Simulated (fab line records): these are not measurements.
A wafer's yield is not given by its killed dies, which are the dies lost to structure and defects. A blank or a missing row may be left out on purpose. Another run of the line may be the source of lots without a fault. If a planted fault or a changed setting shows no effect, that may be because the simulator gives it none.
Matching of chambers | flow n5_finfet | N5_GATE_CUT_HM_DEP_46 on pecvd-02 has 3 sister chambers
The step deposits SiO2 from TEOS/O2, target thk 130 nm, time 26.6 s. 6 wafers are shown with their chamber, then 12 later ones without.

== EACH WAFER AND ITS CHAMBER ==
wafer  | chamber | throttle_valve_pct (%) | showerhead_plenum_p_Torr (Torr)
L085.1 | 0       | 19.8                   | 8.28
L085.2 | 1       | 20.7                   | 8.37
L085.3 | 2       | 18.3                   | 8.30
L085.4 | 0       | 19.9                   | 8.29
L085.5 | 1       | 20.5                   | 8.38
L085.6 | 2       | 18.4                   | 8.30

== WAFERS WITHOUT THEIR CHAMBER ==
wafer  | throttle_valve_pct (%) | showerhead_plenum_p_Torr (Torr)
L088.1 | 21.0                   | 8.37
L088.4 | 20.9                   | 8.38
L088.5 | 18.8                   | 8.31
L090.1 | 18.8                   | 8.31
L090.2 | 21.0                   | 8.36
L090.3 | 19.8                   | 8.28
L090.4 | 20.9                   | 8.36
L090.5 | 19.6                   | 8.29
L090.6 | 18.8                   | 8.32
L093.3 | 19.9                   | 8.29
L093.4 | 18.9                   | 8.30
L093.6 | 20.8                   | 8.38

== CHAMBER TAKEN BY EACH ==
wafer  | from the rows above | in truth
L088.1 | 1                   | 1
L088.4 | 1                   | 1
L088.5 | 2                   | 2
L090.1 | 2                   | 2
L090.2 | 1                   | 1
L090.3 | 0                   | 0
L090.4 | 1                   | 1
L090.5 | 0                   | 0
L090.6 | 2                   | 2
L093.3 | 0                   | 0
L093.4 | 2                   | 2
L093.6 | 1                   | 1
Correct placement for 12 of the 12. Can't be placed from these rows: 0. Wrongly placed: 0.
How it was worked out, from the rows above alone: a wafer's distance from a chamber is the root of the sum, over the readings, of the square of ((its reading less the chamber's mean) divided by the reading's scatter). The wafer belongs to the nearest chamber; if the next one is less than 2 further off, it can't be placed. Each chamber's mean is taken over the wafers shown for it. The scatter: the root of (the sum of the squares of (reading less its chamber's mean) over the shown wafers, divided by (wafers less chambers)).
